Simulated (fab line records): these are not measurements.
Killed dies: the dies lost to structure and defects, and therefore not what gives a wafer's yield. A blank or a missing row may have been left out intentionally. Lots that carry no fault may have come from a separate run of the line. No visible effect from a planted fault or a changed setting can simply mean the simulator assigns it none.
Chamber matching ; flow nand_harc ; pecvd-01 running NHARC_A_STAIRCASE_DEP_301: 3 sister chambers
The step deposits SiON, target thk 30 nm. 3 wafers are shown with their chamber, then 7 later ones without.

## WAFERS, EACH WITH ITS CHAMBER
wafer;chamber;heater_power_w (W)
L081.4;2;947
L093.2;1;750
L093.3;0;687

## WAFERS WITH NO CHAMBER GIVEN
wafer;heater_power_w (W)
L093.6;709
L097.1;745
L097.4;714
L097.6;710
L096.1;679
L096.2;750
L096.4;694

## WHICH CHAMBER EACH ONE RAN IN
wafer;from the rows above;in truth
L093.6;can't be placed: 0 or 1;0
L097.1;1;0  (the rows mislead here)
L097.4;can't be placed: 0 or 1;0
L097.6;can't be placed: 0 or 1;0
L096.1;0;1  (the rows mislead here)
L096.2;1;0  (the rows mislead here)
L096.4;0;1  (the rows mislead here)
Correctly placed: 0 of 7. These rows do not allow placing 3 (true chamber among the candidates in 3). Placed wrongly: 4.
How it was worked out, from the rows above alone: a wafer's distance from a chamber is the root of the sum, over the readings, of the square of ((its reading less the chamber's mean) divided by the reading's scatter). The wafer belongs to the nearest chamber; if the next one is less than 2 further off, it can't be placed. The mean given for a chamber averages the wafers shown for that chamber. The scatter: with one shown wafer a chamber, the root of the mean of the squares of how far each hidden wafer lies from its nearest shown one.
